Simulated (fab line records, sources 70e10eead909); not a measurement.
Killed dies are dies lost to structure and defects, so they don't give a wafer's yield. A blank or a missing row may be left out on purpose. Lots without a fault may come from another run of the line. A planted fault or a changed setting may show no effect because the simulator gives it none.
One fault seen from 3 desks | flow nand_harc | each desk has only its own numbers; what lay behind them comes last

THE METROLOGY DESK
What the gauges read, lot by lot, whatever tool the lot ran on: means of the sampled wafers that have a number. A lot is out of limits, marked OUT, if its mean lies more than 4 standard deviations from the usual mean; the brackets give that distance.
Columns: A = overlay_x_nm at NHARC_A_CHANNEL_HOLE_D1_OVL_MEAS_11, usual -0.1 nm; B = overlay_y_nm at NHARC_A_CHANNEL_HOLE_D1_OVL_MEAS_11, usual 0.0 nm; C = cd_nm at NHARC_A_CHANNEL_HOLE_D1_CD_MEAS_30, usual 89.8 nm
lot  | first seen here | A    | B    | C
L318 | day 8 08:16     | -0.5 | 0.4  | 89.9
L319 | day 9 03:50     | 0.5  | 0.8  | 89.2
L327 | day 12 07:41    | -0.5 | 0.6  | 0.1 (-82) OUT
L328 | day 13 00:45    | 0.1  | -1.1 | 1.0 (-81) OUT
L330 | day 13 06:32    | -1.1 | 0.5  | 90.1
L336 | day 16 07:08    | 0.3  | 1.3  | 90.7
L337 | day 16 12:22    | -0.9 | -0.4 | 91.1
L338 | day 16 19:56    | -0.4 | 0.4  | 89.4
L340 | day 17 14:53    | -0.4 | 0.3  | 88.6
L341 | day 18 01:41    | -0.2 | -0.3 | 91.0
This desk's finding: out of limits on L327, L328; first on L327, day 12 20:56 (cd_nm at NHARC_A_CHANNEL_HOLE_D1_CD_MEAS_30). In limits: L318, L319, L330, L336, L337, L338, L340, L341.

THE DEFECT DESK
What the inspections along the route counted, lot by lot: means of the sampled wafers that have a number. A lot is out of limits, marked OUT, if its mean lies more than 4 standard deviations from the usual mean; the brackets give that distance.
Columns: A = raw_defect_count at NHARC_A_CHANNEL_HOLE_D1_INSPECT_12, usual 5.6
lot  | first seen here | A
L318 | day 8 08:18     | 6.7
L319 | day 9 03:52     | 5.7
L327 | day 12 07:43    | 4.0
L328 | day 13 00:47    | 4.7
L330 | day 13 06:34    | 6.0
L336 | day 16 07:10    | 3.3
L337 | day 16 12:24    | 6.0
L338 | day 16 19:58    | 9.0
L340 | day 17 14:57    | 6.3
L341 | day 18 01:43    | 5.0
This desk's finding: nothing out of limits on any of the 10 lots.

THE TOOL OWNER'S DESK: har_etch-01
The tool's own readings at NHARC_A_CHANNEL_HOLE_D1_ETCH_21 (etches the open film in C4F8/O2/Ar, time 514.3 s, target depth 1600 nm): means of the sampled wafers that have a number, for each lot that ran on this tool. A lot is out of limits, marked OUT, if its mean lies more than 4 standard deviations from the usual mean; the brackets give that distance. Of its 8 readings 7 are shown: those that lie furthest out on some lot.
Columns: A = c4f8_flow_sccm at NHARC_A_CHANNEL_HOLE_D1_ETCH_21, usual 89.30 sccm; B = chamber_pressure_mTorr at NHARC_A_CHANNEL_HOLE_D1_ETCH_21, usual 19.998 mTorr; C = drypump_motor_current_A at NHARC_A_CHANNEL_HOLE_D1_ETCH_21, usual 6.1 A; D = mfc_ar_sccm at NHARC_A_CHANNEL_HOLE_D1_ETCH_21, usual 375.1 sccm; E = showerhead_plenum_p_Torr at NHARC_A_CHANNEL_HOLE_D1_ETCH_21, usual 3.65 Torr; F = temp_c at NHARC_A_CHANNEL_HOLE_D1_ETCH_21, usual -20.02 C; G = throttle_valve_pct at NHARC_A_CHANNEL_HOLE_D1_ETCH_21, usual 32.155 %
lot  | first seen here | A     | B      | C   | D     | E    | F      | G
L318 | day 8 10:11     | 89.49 | 19.988 | 6.5 | 374.3 | 3.66 | -19.99 | 32.152
L319 | day 9 08:05     | 89.22 | 19.999 | 6.5 | 376.3 | 3.65 | -20.03 | 32.159
L330 | day 13 08:14    | 89.45 | 20.010 | 6.6 | 375.2 | 3.62 | -19.95 | 32.162
L336 | day 16 09:04    | 89.28 | 19.997 | 6.5 | 375.0 | 3.60 | -19.90 | 32.161
L337 | day 16 14:15    | 89.34 | 20.013 | 6.5 | 373.8 | 3.45 | -19.99 | 32.154
L338 | day 16 22:40    | 89.00 | 20.004 | 6.6 | 376.5 | 3.59 | -19.95 | 32.148
This desk's finding: nothing out of limits on any of the 6 lots.

PUT TOGETHER
The metrology desk could have raised an alarm at day 12 20:56, on L327, L328.
The defect desk saw nothing out of limits.
The tool owner's desk saw nothing out of limits.
The defect desk has L327, L328 on record, within its limits.
The tool owner's desk has no number on record for L327, L328.
Of the lots named, all ran NHARC_A_CHANNEL_HOLE_D1_ETCH_21 on har_etch-01.

WHAT THE SIMULATOR HAD PUT IN
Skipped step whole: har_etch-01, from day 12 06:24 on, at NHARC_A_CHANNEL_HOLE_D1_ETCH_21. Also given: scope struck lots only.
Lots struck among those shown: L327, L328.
Hours from the fault's start to each desk's first reading out of limits: the metrology desk, 15.
